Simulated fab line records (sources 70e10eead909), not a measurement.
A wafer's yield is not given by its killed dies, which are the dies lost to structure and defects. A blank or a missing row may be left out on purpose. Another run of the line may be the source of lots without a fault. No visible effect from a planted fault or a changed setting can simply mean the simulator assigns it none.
Matching of chambers ; flow nandHarc ; rieDiel-11 running NHARC_P_BONDPAD_ACTIVATE_29: 4 sister chambers
The step chemistry N2, time 60 s. 33 wafers are shown with their chamber, then 12 later ones without.

WAFERS WITH THEIR CHAMBER
wafer;chamber;showerheadPlenumPTorr (Torr);drypumpMotorCurrentA (A);oesProductAu (a.u.)
L077.4;2;1.89;5.2;0.972
L077.5;3;1.90;5.0;0.982
L077.6;0;1.67;6.1;0.997
L076.3;0;1.67;6.2;0.985
L076.4;1;1.65;6.0;1.004
L076.5;1;1.65;6.0;1.008
L079.2;2;1.89;5.2;0.980
L079.4;0;1.67;6.2;0.987
L079.6;3;1.90;5.0;0.991
L080.1;0;1.67;6.2;0.990
L080.2;1;1.65;6.0;0.990
L080.6;1;1.65;6.0;0.998
L081.2;2;1.89;5.2;0.963
L081.3;1;1.65;6.0;1.002
L081.5;3;1.90;5.0;0.985
L087.4;1;1.64;6.0;1.001
L087.5;3;1.90;5.0;0.981
L087.6;0;1.67;6.2;0.986
L086.2;0;1.67;6.2;0.998
L086.4;0;1.67;6.2;0.995
L086.5;3;1.90;5.0;0.989
L084.1;0;1.67;6.2;1.004
L084.2;1;1.64;6.0;1.004
L084.4;1;1.64;6.0;1.009
L085.1;3;1.90;5.0;1.003
L085.3;0;1.67;6.2;1.003
L085.5;0;1.67;6.2;0.989
L090.1;1;1.64;6.0;1.007
L090.2;0;1.67;6.2;1.004
L090.3;2;1.88;5.3;0.991
L093.2;1;1.64;6.0;0.997
L093.4;2;1.88;5.2;0.987
L093.6;1;1.64;6.0;0.989

SIGNATURES (means of the wafers above)
reading;chamber 0;chamber 1;chamber 2;chamber 3;scatter within a chamber
showerheadPlenumPTorr;1.6700;1.6445;1.8860;1.9000;0.00368
drypumpMotorCurrentA;6.191;6.000;5.220;5.000;0.0243
oesProductAu;0.99436;1.00082;0.97860;0.98850;0.00796
Rule: distance of a wafer from a chamber = root of the sum over the readings of ((wafer's reading minus chamber's mean) / reading's scatter) squared. If the next closest chamber is less than 2 further off than the closest, the wafer can't be placed; otherwise it belongs to the closest. The scatter: the root of (the sum of the squares of (reading less its chamber's mean) over the shown wafers, divided by (wafers less chambers)).

WAFERS MISSING THEIR CHAMBER
wafer;showerheadPlenumPTorr (Torr);drypumpMotorCurrentA (A);oesProductAu (a.u.)
L092.1;1.64;6.0;0.996
L092.3;1.67;6.2;0.993
L092.4;1.88;5.3;0.987
L094.1;1.88;5.3;0.989
L094.2;1.90;5.0;0.996
L094.5;1.67;6.2;0.993
L096.1;1.67;6.2;1.003
L096.3;1.88;5.2;0.998
L096.5;1.64;6.0;0.998
L095.2;1.67;6.2;0.998
L095.4;1.64;6.0;1.004
L095.6;1.67;6.2;0.995

EACH ONE'S CHAMBER
wafer;from the rows above;in truth
L092.1;1;1
L092.3;0;0
L092.4;2;2
L094.1;2;2
L094.2;3;3
L094.5;0;0
L096.1;0;0
L096.3;2;2
L096.5;1;1
L095.2;0;0
L095.4;1;1
L095.6;0;0
12 of 12 placed correctly. Can't be placed from these rows: 0. Number placed wrongly: 0.
